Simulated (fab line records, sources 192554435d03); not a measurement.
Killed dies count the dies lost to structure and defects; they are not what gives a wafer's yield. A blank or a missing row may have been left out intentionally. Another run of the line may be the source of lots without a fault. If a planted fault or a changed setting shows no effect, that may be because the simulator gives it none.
Struck lot and sound lot, side by side | flow n5-finfet | 37 out of 1938 route steps
Sound: wafers L282.2, L282.5, L282.6. Struck: wafers L272.1, L272.5, L272.6. At the end, the cause is stated.
Order at every step that has rows: each side's tool, ch and its chambers, its first start. Under that, the readings that differ: sound wafers | struck wafers | difference of the means | sigmas: that difference in standard deviations of wafers without a fault.
alike: same words and numbers on both sides, and readings whose means sit less than 2 such deviations apart. not compared: any withheld reading, any reading some wafer has no value for, any bound like >300 that may hide the same value, and any number with overlapping values for which the record gives no deviation.
A row with sigmas, a row that says differs or no value, or rows on one side alone: a step with any of these is where the two part. Numbers that have no deviation but don't overlap get no sigmas and don't part them. Lack of a reading on every wafer of one side parts them only where that side has two or more wafers.

first, 9 steps without rows for these wafers: N5_WELL_APT_HMDS_01 (time 60 s); N5_WELL_APT_COAT_02 (resist thk 950 nm); N5_WELL_APT_EBR_04; N5_WELL_APT_SOFTBAKE_03 (time 60 s); N5_WELL_APT_EXPOSE_05 (exposes mask NWELL, defocus 0 nm, target cd 200 nm); N5_WELL_APT_PEB_06 (peb time 90 s); N5_WELL_APT_DEVELOP_07 (develop time 45 s); N5_WELL_APT_HARDBAKE_12 (time 120 s); N5_WELL_APT_DESCUM_13 (chemistry O2, time 7.9 s).
N5_WELL_APT_IMPLANT_14:
  sound on implanter-01 ch 0, day 5 14:03; struck on implanter-01 ch 0, day 3 01:53
  reading            | sound                            | struck                           | difference  | sigmas
  dose-ions-cm2      | 1.5007e+13 1.4993e+13 1.5011e+13 | 2.2629e+13 2.2617e+13 2.2603e+13 | +7.6127e+12 | +99 or more
  faraday-current-uA | 191 193 193                      | 295 291 294                      | +101        | +29
  alike: end-station-pressure-torr
then, 25 steps without rows for these wafers: N5_WELL_APT_IMPLANT_15; N5_WELL_APT_STRIP_16 (strips in SPM, time 900 s); N5_WELL_APT_HMDS_18 (time 60 s); N5_WELL_APT_COAT_19 (resist thk 950 nm); N5_WELL_APT_EBR_21; N5_WELL_APT_SOFTBAKE_20 (time 60 s); N5_WELL_APT_EXPOSE_22 (exposes mask PWELL, defocus 0 nm, target cd 200 nm); N5_WELL_APT_PEB_23 (peb time 90 s); N5_WELL_APT_DEVELOP_24 (develop time 45 s); N5_WELL_APT_HARDBAKE_29 (time 120 s); N5_WELL_APT_DESCUM_30 (chemistry O2, time 7.9 s); N5_WELL_APT_IMPLANT_31; N5_WELL_APT_IMPLANT_32; N5_WELL_APT_STRIP_33 (strips in SPM, time 900 s); N5_WELL_APT_RTA_34 (time 10 s); N5_WELL_APT_OXIDE_STRIP_42 (strips SiO2 in dHF, time 45 s, target depth 12 nm); N5_WELL_APT_PRECLEAN_36 (cleans in O3/DIW, time 45 s); N5_WELL_APT_PRECLEAN_39 (cleans in dHF, time 60 s); N5_WELL_APT_SRD_37 (time 30 s); N5_WELL_APT_EPI_41 (deposits Si from SiH4/H2, target thk 50 nm, time 297.7 s); N5_PMOS_HMC_CHANNEL_EPI_HM_DEP_34 (deposits SiO2 from TEOS/O2, target thk 36 nm, time 6.9 s); N5_PMOS_HMC_CHANNEL_EPI_COAT_31 (time 60 s, resist thk 66 nm); N5_PMOS_HMC_CHANNEL_EPI_COAT_03 (resist thk 205 nm); N5_PMOS_HMC_CHANNEL_EPI_EBR_05; N5_PMOS_HMC_CHANNEL_EPI_SOFTBAKE_04 (time 60 s).
-- here the record skips 7 days between the struck wafers' starts before and after, leaving off in module PMOS_HMC_CHANNEL_EPI and picking up in module BEOL_M4 (first step shown: number 1111 of the route) --
N5_BEOL_M4_RC_MEAS_101:
  sound on prober-02 ch 0, day 13 01:40; struck on prober-01 ch 0, day 10 10:59
  reading           | sound          | struck      | difference | sigmas
  RS_NWELL (ohm/sq) | 1045 1044 1034 | 817 823 830 | -218       | -33
  alike: DIBL_N, DIBL_P, IOFF_N, IOFF_P, ION_N, ION_P, SS_N, SS_P, VT_N, VT_P
-- record jumps: 4 days separate the struck wafers' starts on either side; left off in module BEOL_M4, taken up again in module PASSIVATION, whose first shown step is the route's number 1936 --
N5_PASSIVATION_PROBE_49:
  sound on prober-02, day 17 08:54; struck on prober-01, day 14 16:11
  reading         | sound   | struck | difference | sigmas
  killed-at-other | 2 11 11 | 3 2 1  | -6         | -2
  alike: defect-limited-yield, killed_at_M0_to_M3, killed_at_M4_up, killed-at-contacts, killed-at-front-end, killed-dies, killed-open, killed-short, sort_bin_4_leakage, sort_bin_5_function, sort_bin_6_memory, sort-n-pass, sort-yield-pct

== WHERE THEY PART ==
Earliest at N5_WELL_APT_IMPLANT_14; latest, in this record, at N5_PASSIVATION_PROBE_49.

WHY: whatever the simulator had introduced
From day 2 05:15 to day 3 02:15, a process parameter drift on implanter-01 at N5_WELL_APT_IMPLANT_14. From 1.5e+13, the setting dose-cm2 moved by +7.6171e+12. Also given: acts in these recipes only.
